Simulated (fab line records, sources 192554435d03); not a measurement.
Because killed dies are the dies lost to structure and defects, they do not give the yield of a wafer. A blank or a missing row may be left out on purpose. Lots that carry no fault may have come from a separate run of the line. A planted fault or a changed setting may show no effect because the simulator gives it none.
Chamber matching ; flow n5-finfet ; 4 sister chambers for N5_BEOL_M7_STRIP_80 on rie-diel-05
The step strips in N2/H2, time 10 s. 4 wafers are shown with their chamber, then 7 later ones without.

## WAFERS, EACH WITH ITS CHAMBER
wafer;chamber;throttle-valve-pct (%)
L906.4;2;23.4
L909.4;3;24.0
L910.1;1;24.3
L910.4;0;23.1

## WAFERS WITHOUT THEIR CHAMBER
wafer;throttle-valve-pct (%)
L910.5;24.0
L922.1;24.1
L922.3;23.1
L922.6;23.4
L924.1;23.4
L924.2;24.1
L924.3;23.1

## EACH ONE'S CHAMBER
wafer;from the rows above;in truth
L910.5;3;3
L922.1;can't be placed: 3 or 1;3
L922.3;0;0
L922.6;2;2
L924.1;2;2
L924.2;can't be placed: 3 or 1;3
L924.3;0;0
5 of 7 placed correctly. Not placeable from these rows: 2 (in 2, the candidates include the true chamber). Placed wrongly: 0.
How it was worked out, from the rows above alone: a wafer's distance from a chamber is the root of the sum, over the readings, of the square of ((its reading less the chamber's mean) divided by the reading's scatter). If the next closest chamber is less than 2 further off than the closest, the wafer can't be placed; otherwise it belongs to the closest. The mean given for a chamber averages the wafers shown for that chamber. The scatter (one wafer shown for each chamber): square how far every hidden wafer sits from the nearest shown wafer, average those squares and take the square root.
